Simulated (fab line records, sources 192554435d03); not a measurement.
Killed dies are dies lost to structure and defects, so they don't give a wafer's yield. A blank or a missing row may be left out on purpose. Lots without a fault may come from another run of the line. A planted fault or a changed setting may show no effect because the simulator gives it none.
Split-lot experiment | flow n5_finfet | 7 lots, 21 wafers read, on a route of 1938 steps

THE SPLIT
At N5_BEOL_M2_DEP_57 (deposits SiCN from 3MS/NH3, target thk 8 nm, time 14 s), the setting time_s was moved away from the recipe's 14 s on 8 of the 21 wafers read, by -11.1% to +6.6%. The other wafers ran this setting at the recipe's value.

The reading is taken at the split's own step.

THE READING
SiCN_of_BEOL_M2_DEP_57.thk_nm (the simulator's own value, which no gauge read), in nm, at N5_BEOL_M2_DEP_57 (deposits SiCN from 3MS/NH3, target thk 8 nm, time 14 s). The file gives no usual value for it. The 13 wafers here that ran the recipe average 8.1 nm, standard deviation 0.12 nm.

wafer  | tool, chamber at the split | time_s as run, s | against the recipe | SiCN_of_BEOL_M2_DEP_57.thk_nm, nm | against lot-mates on the recipe
L076.1 | pecvd-03, 2,1              | 14               | recipe             | 8                                 | -
L076.4 | pecvd-03, 2,1              | 14               | recipe             | 8                                 | -
L076.3 | pecvd-03, 1                | 14               | recipe             | 7.8                               | -
L086.2 | pecvd-03, 2,0              | 12.53            | -10.5%             | 7.2                               | -0.8
L086.3 | pecvd-03, 2,0              | 12.53            | -10.5%             | 7.2                               | -0.8
L086.4 | pecvd-03, 1                | 14               | recipe             | 8                                 | -
L089.1 | pecvd-01, 0                | 14               | recipe             | 8                                 | -
L089.4 | pecvd-01, 2                | 12.44            | -11.1%             | 7.4                               | -0.6
L089.5 | pecvd-01, 1                | 12.44            | -11.1%             | 7.2                               | -0.8
L087.1 | pecvd-01, 1,0,2            | 14               | recipe             | 8.2                               | -
L087.2 | pecvd-01, 1,0,2            | 14               | recipe             | 8.2                               | -
L087.6 | pecvd-01, 1,0,2            | 14               | recipe             | 8.2                               | -
L090.2 | pecvd-01, 0                | 14               | recipe             | 8                                 | -
L090.4 | pecvd-01, 0                | 14               | recipe             | 8                                 | -
L090.5 | pecvd-01, 1                | 14               | recipe             | 8.2                               | -
L092.2 | pecvd-03, 1                | 13.42            | -4.1%              | 7.6                               | -0.6
L092.3 | pecvd-03, 0                | 13.42            | -4.1%              | 7.8                               | -0.4
L092.4 | pecvd-03, 1                | 14               | recipe             | 8.2                               | -
L094.1 | pecvd-04, 0                | 14.93            | +6.6%              | 8.2                               | +0.2
L094.5 | pecvd-04, 1                | 14               | recipe             | 8                                 | -
L094.6 | pecvd-04, 0                | 14.93            | +6.6%              | 8.4                               | +0.4
Where a row lists several chambers, the file gives one row for several wafers and doesn't say which wafer went through which chamber.

THE FIT
A straight line over all 21 wafers: SiCN_of_BEOL_M2_DEP_57.thk_nm changes by +0.0668 nm for each +1% of time_s; r = +0.93; the points scatter about the line by 0.14 nm.
The same after taking each lot's own level away (the mean of its wafers on the recipe; 21 wafers): +0.0658 nm for each +1%; r = +0.95; scatter 0.11 nm.
On that fit, the largest move of time_s shifts the reading by 0.73 nm.
The lots' own levels span 7.93 to 8.20 nm, that is 2.2 times the standard deviation above.
So the lot-to-lot level changes the slope little: the two slopes agree.
Check: with one of the wafers moved furthest among these (-11.1%) left out of the fit, the line predicts -0.823 nm for it against its lot-mates. It came out at -0.6 nm against them.

OTHER SPLITS ON THESE WAFERS
These wafers also went through other splits before the reading. Each is held against what the fit with the lots' levels taken away leaves over:
other split on the same wafers    | wafers away from the commonest value | r with SiCN_of_BEOL_M2_DEP_57.thk_nm (lot level and that fit taken away)
N5_BEOL_M0_CUTY_COAT_51 spin_rpm  | 4                                    | +0.17
N5_BEOL_M0_CUTY_DESCUM_61 time_s  | 7                                    | -0.36
N5_BEOL_M1_PECVD_72 time_s        | 11                                   | +0.19
N5_BEOL_M1_HM_DEP_02 target_thk_a | 5                                    | -0.07
N5_BEOL_M1_TRENCH_ETCH_37 bias_w  | 4                                    | -0.23
N5_BEOL_M2_ETCH_70 source_w       | 4                                    | +0.47
N5_BEOL_M2_VIA_ETCH_34 time_s     | 7                                    | -0.43

THE FILE'S OWN FIT
SiCN_of_BEOL_M2_DEP_57.thk_nm changes by +0.0685 nm for each +1% of time_s, r = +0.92.
